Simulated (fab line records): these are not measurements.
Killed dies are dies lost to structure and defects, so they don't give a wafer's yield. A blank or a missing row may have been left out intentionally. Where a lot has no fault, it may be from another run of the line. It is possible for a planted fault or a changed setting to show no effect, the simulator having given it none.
Chamber matching    flow n5_finfet    4 sister chambers for N5_BEOL_M7_ALD_77 on ald_metal-01
The step deposits TaN, target thk 2 nm, pulse time 2 s, purge time 3 s. 8 wafers are shown with their chamber, then 7 later ones without.

== EACH WAFER AND ITS CHAMBER ==
wafer   chamber  heater_power_w (W)
L082.3  3        401
L082.6  0        421
L090.3  3        402
L090.5  0        423
L093.4  1        378
L093.6  2        346
L094.1  2        342
L094.2  1        393

== WAFERS WITH NO CHAMBER GIVEN ==
wafer   heater_power_w (W)
L094.5  381
L096.2  339
L096.4  386
L096.5  343
L097.2  419
L097.3  347
L097.6  419

== EACH ONE'S CHAMBER ==
wafer   from the rows above  in truth
L094.5  1                    1
L096.2  2                    2
L096.4  1                    1
L096.5  2                    2
L097.2  0                    0
L097.3  2                    2
L097.6  0                    0
7 of 7 placed correctly. From these rows, 0 cannot be placed. Placed wrongly: 0.
How it was worked out, from the rows above alone: a wafer's distance from a chamber is the root of the sum, over the readings, of the square of ((its reading less the chamber's mean) divided by the reading's scatter). The wafer belongs to the nearest chamber; if the next one is less than 2 further off, it can't be placed. For every chamber, the mean is computed from those of its wafers that are shown. The scatter is the square root of a quotient: the sum, over the shown wafers, of each reading's squared deviation from its chamber's mean, divided by wafers minus chambers.
